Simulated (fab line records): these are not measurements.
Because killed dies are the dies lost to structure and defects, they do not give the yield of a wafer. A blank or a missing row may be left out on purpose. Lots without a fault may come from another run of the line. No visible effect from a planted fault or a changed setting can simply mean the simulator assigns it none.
Chamber matching | flow n5Finfet | N5_BEOL_M8_DESCUM_16 on rieDiel-04: 4 sister chambers
The step chemistry O2, time 7.9 s. 14 wafers are shown with their chamber, then 7 later ones without.

WAFERS, EACH WITH ITS CHAMBER
wafer  | chamber | drypumpMotorCurrentA (A) | throttleValvePct (%) | showerheadPlenumPTorr (Torr)
L076.3 | 1       | 5.8                      | 20.61                | 2.04
L076.4 | 0       | 5.0                      | 20.49                | 1.98
L076.6 | 2       | 6.0                      | 20.04                | 2.12
L079.2 | 0       | 5.0                      | 20.51                | 1.98
L079.3 | 2       | 6.0                      | 20.04                | 2.12
L079.5 | 0       | 5.0                      | 20.52                | 1.98
L084.2 | 1       | 5.9                      | 20.64                | 2.03
L084.4 | 2       | 6.0                      | 20.07                | 2.11
L084.6 | 3       | 5.0                      | 20.51                | 2.12
L086.1 | 1       | 5.8                      | 20.65                | 2.03
L086.3 | 3       | 5.0                      | 20.51                | 2.11
L086.5 | 2       | 6.0                      | 20.08                | 2.11
L089.3 | 2       | 6.0                      | 20.07                | 2.11
L089.4 | 1       | 5.8                      | 20.66                | 2.03

SIGNATURES (averages over the wafers above)
reading               | chamber 0 | chamber 1 | chamber 2 | chamber 3 | scatter within a chamber
drypumpMotorCurrentA  | 5.000     | 5.825     | 6.000     | 5.000     | 0.0274
throttleValvePct      | 20.5067   | 20.6400   | 20.0600   | 20.5100   | 0.0181
showerheadPlenumPTorr | 1.9800    | 2.0325    | 2.1140    | 2.1150    | 0.00495
Rule: a wafer's distance from a chamber is the root of the sum, over the readings, of the square of ((its reading less the chamber's mean) divided by the reading's scatter). The wafer belongs to the nearest chamber; if the next one is less than 2 further off, it can't be placed. The scatter: take each reading less its chamber's mean, square it, sum over the shown wafers, divide by the number of wafers less the number of chambers, and take the root.

WAFERS MISSING THEIR CHAMBER
wafer  | drypumpMotorCurrentA (A) | throttleValvePct (%) | showerheadPlenumPTorr (Torr)
L089.5 | 6.0                      | 20.09                | 2.11
L090.3 | 5.8                      | 20.66                | 2.03
L090.4 | 5.0                      | 20.51                | 2.11
L090.5 | 5.8                      | 20.66                | 2.03
L091.1 | 5.0                      | 20.52                | 2.11
L091.2 | 5.0                      | 20.15                | 2.24
L091.4 | 6.0                      | 20.08                | 2.11

WHICH CHAMBER EACH ONE RAN IN
wafer  | from the rows above | in truth
L089.5 | 2                   | 2
L090.3 | 1                   | 1
L090.4 | 3                   | 3
L090.5 | 1                   | 1
L091.1 | 3                   | 3
L091.2 | 3                   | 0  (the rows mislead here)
L091.4 | 2                   | 2
Placed correctly: 6 of 7. Not placeable from these rows: 0. Wrongly placed: 1.
